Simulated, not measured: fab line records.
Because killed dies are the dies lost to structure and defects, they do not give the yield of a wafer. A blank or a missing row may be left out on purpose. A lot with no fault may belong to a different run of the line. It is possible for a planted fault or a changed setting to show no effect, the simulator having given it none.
Which of the tools did it? + flow n5-finfet + 34 wafers from 12 lots sampled at 3 of the route's 1938 steps

WHAT THE GAUGES READ, wafer by wafer
N5_SD_EPI_P_INSPECT_26: inspects for defects (darkfield). Usual: raw-defect-count at 189, with a standard deviation of 36.
| lot  | measured    | on                | raw-defect-count | flag |
|------|-------------|-------------------|------------------|------|
| L253 | day 3 09:28 | defect-inspect-01 | 206 212 182      |      |
| L254 | day 3 15:08 | defect-inspect-02 | 183 158 198      |      |
| L255 | day 3 22:30 | defect-inspect-01 | 178 194 225      |      |
| L256 | day 4 04:35 | defect-inspect-01 | 163 162 128      |      |
| L257 | day 4 07:22 | defect-inspect-01 | 152 164 140      |      |
| L258 | day 4 15:38 | defect-inspect-01 | 155 242 223      |      |
| L259 | day 4 20:36 | defect-inspect-02 | 574 518 472      | OFF  |
| L261 | day 5 13:06 | defect-inspect-02 | 476 515 483      | OFF  |
| L270 | day 7 16:34 | defect-inspect-01 | 187 165          |      |
| L271 | day 7 23:55 | defect-inspect-01 | 194 265          |      |
| L275 | day 9 00:56 | defect-inspect-02 | 186 139 185      |      |
| L276 | day 9 04:56 | defect-inspect-02 | 173 186 202      |      |

WHICH TOOL RAN EACH LOT (tool, then ch and the chambers of the sampled wafers, then the start)
| lot  | N5_SD_EPI_P_ETCH_47               | N5_SD_EPI_P_PRECLEAN_32            |
|------|-----------------------------------|------------------------------------|
| L253 | rie-diel-05 ch 0,2,3, day 3 06:16 | wet-bench-05 ch 2,3,7, day 3 09:25 |
| L254 | rie-diel-03 ch 0,3, day 3 11:56   | wet-bench-04 ch 4,5,6, day 3 15:05 |
| L255 | rie-diel-03 ch 0,1, day 3 19:18   | wet-bench-04 ch 0,2,7, day 3 22:27 |
| L256 | rie-diel-06 ch 0,1,2, day 4 01:22 | wet-bench-01 ch 5,6,7, day 4 04:32 |
| L257 | rie-diel-06 ch 0,2, day 4 04:10   | wet-bench-01 ch 0,2,3, day 4 07:19 |
| L258 | rie-diel-03 ch 1,2,3, day 4 12:26 | wet-bench-04 ch 4,5,7, day 4 15:35 |
| L259 | rie-diel-05 ch 0,1,3, day 4 17:23 | wet-bench-01 ch 1,4,5, day 4 20:32 |
| L261 | rie-diel-03 ch 1,3, day 5 09:54   | wet-bench-01 ch 0,5,7, day 5 13:02 |
| L270 | rie-diel-03 ch 0,3, day 7 12:31   | wet-bench-04 ch 5,7, day 7 16:31   |
| L271 | rie-diel-03 ch 0,3, day 7 19:50   | wet-bench-04 ch 4,7, day 7 23:51   |
| L275 | rie-diel-03 ch 0,1,2, day 8 20:53 | wet-bench-05 ch 1,2,5, day 9 00:53 |
| L276 | rie-diel-05 ch 2,3, day 9 01:11   | wet-bench-04 ch 3,4,5, day 9 04:53 |
- N5_SD_EPI_P_ETCH_47: etches SiOCN in CH3F/O2, target depth 25 nm.
- N5_SD_EPI_P_PRECLEAN_32: cleans in dHF, time 10 s.

AS READ BY THE TOOLS THEMSELVES (means over the sampled wafers that have a number; for cases with no such wafer, the mark the record gives instead)
N5_SD_EPI_P_ETCH_47. Usual: O2_flow_sccm 19.99 sccm, standard deviation 0.058; drypump-motor-current-A 5.7 A, standard deviation 0.31; oes-product-au 0.78 a.u., standard deviation 0.084; rf-vpp-V 128.1 V, standard deviation 2.2; showerhead-plenum-p-Torr 1.99 Torr, standard deviation 0.071; throttle-valve-pct 16.36 %, standard deviation 0.21.
| lot  | tool        | O2_flow_sccm (sccm) | drypump-motor-current-A (A) | oes-product-au (a.u.) | rf-vpp-V (V) | showerhead-plenum-p-Torr (Torr) | throttle-valve-pct (%) | flag |
|------|-------------|---------------------|-----------------------------|-----------------------|--------------|---------------------------------|------------------------|------|
| L253 | rie-diel-05 | 20.04               | 5.8                         | 0.80                  | 127.6        | 1.95                            | 16.44                  |      |
| L254 | rie-diel-03 | 19.98               | 5.4                         | 0.76                  | 127.6        | 2.00                            | 16.37                  |      |
| L255 | rie-diel-03 | 20.04               | 5.9                         | 0.75                  | 128.6        | 1.94                            | 16.41                  |      |
| L256 | rie-diel-06 | 19.94               | 5.7                         | 0.74                  | 126.6        | 2.03                            | 16.35                  |      |
| L257 | rie-diel-06 | 19.98               | 5.6                         | 0.72                  | 125.8        | 1.99                            | 16.28                  |      |
| L258 | rie-diel-03 | 19.98               | 5.7                         | 0.74                  | 128.3        | 1.94                            | 16.48                  |      |
| L259 | rie-diel-05 | 19.97               | 5.9                         | 0.74                  | 128.3        | 1.94                            | 16.40                  |      |
| L261 | rie-diel-03 | 20.04               | 5.9                         | 0.75                  | 127.2        | 1.95                            | 16.44                  |      |
| L270 | rie-diel-03 | 19.91               | 5.3                         | 0.73                  | 127.4        | 1.99                            | 16.44                  |      |
| L271 | rie-diel-03 | 20.02               | 5.3                         | 0.73                  | 126.8        | 1.99                            | 16.44                  |      |
| L275 | rie-diel-03 | 19.95               | 5.7                         | 0.78                  | 128.8        | 2.01                            | 16.38                  |      |
| L276 | rie-diel-05 | 19.99               | 5.9                         | 0.89                  | 130.6        | 2.10                            | 16.29                  |      |

THE ANSWER, worked out from the rows above alone
Rule: take the mean of a lot's wafers that have a number; if it is more than 3 standard deviations from the usual mean, the lot is off. Also off: a lot with no number at a reading for which 4 or more lots have one. Where the step has rows for the other lots, those lots are counted as sound. After the gauges, taken in route order, come the tools' own readings; for these a lot's mean is taken, as printed above. At the first step where some lot is off, the reading lying furthest off is the one used; lots without a number count as furthest.
Off: L259, L261, at N5_SD_EPI_P_INSPECT_26 (raw-defect-count).
A tool fits if, at a process step before that reading, it ran every lot that is off, and no sound lot after the first of them. Those tools and the gauges at N5_SD_EPI_P_INSPECT_26 are tried in the same way. One fits: wet-bench-01 at N5_SD_EPI_P_PRECLEAN_32. A fault onset in the window from L257 (day 4 07:19, its last sound lot) to L259 (day 4 20:32, its first lot off) fits.

WHAT THE SIMULATOR HAD PUT IN
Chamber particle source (wet-bench-01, N5_SD_EPI_P_PRECLEAN_32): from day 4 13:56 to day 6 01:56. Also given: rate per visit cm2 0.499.
Struck lots among those shown: L259, L261. The same result came from the rule above.
